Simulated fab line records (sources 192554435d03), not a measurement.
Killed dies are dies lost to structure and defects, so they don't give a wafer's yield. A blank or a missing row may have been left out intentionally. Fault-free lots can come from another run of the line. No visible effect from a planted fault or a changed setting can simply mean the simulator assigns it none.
Matching of chambers :: flow n5Finfet :: pecvd-04 running N5_BEOL_M5_PECVD_70: 3 sister chambers
The step deposits SiO2 from TEOS/O2, target thk 16 nm, time 18 s. 3 wafers are shown with their chamber, then 7 later ones without.

## WAFERS, EACH WITH ITS CHAMBER
wafer: L079.5
chamber: 2
throttleValvePct (%): 20.9

wafer: L082.1
chamber: 0
throttleValvePct (%): 21.5

wafer: L082.2
chamber: 1
throttleValvePct (%): 23.7

## WAFERS WITHOUT THEIR CHAMBER
wafer: L082.6
throttleValvePct (%): 20.5

wafer: L087.2
throttleValvePct (%): 20.8

wafer: L087.4
throttleValvePct (%): 20.9

wafer: L087.6
throttleValvePct (%): 23.6

wafer: L093.2
throttleValvePct (%): 23.7

wafer: L093.4
throttleValvePct (%): 20.9

wafer: L093.6
throttleValvePct (%): 23.8

## THE CHAMBER EACH PASSED THROUGH
wafer: L082.6
from the rows above: 2
in truth: 2

wafer: L087.2
from the rows above: 2
in truth: 2

wafer: L087.4
from the rows above: 2
in truth: 2

wafer: L087.6
from the rows above: 1
in truth: 1

wafer: L093.2
from the rows above: 1
in truth: 1

wafer: L093.4
from the rows above: 2
in truth: 2

wafer: L093.6
from the rows above: 1
in truth: 1
Placed correctly: 7 of 7. Left unplaced by these rows: 0. Wrongly placed: 0.
How it was worked out, from the rows above alone: a wafer's distance from a chamber is the root of the sum, over the readings, of the square of ((its reading less the chamber's mean) divided by the reading's scatter). The wafer belongs to the nearest chamber; if the next one is less than 2 further off, it can't be placed. For every chamber, the mean is computed from those of its wafers that are shown. The scatter: root of mean squared gap, hidden wafer to nearest shown wafer, with one shown wafer a chamber.
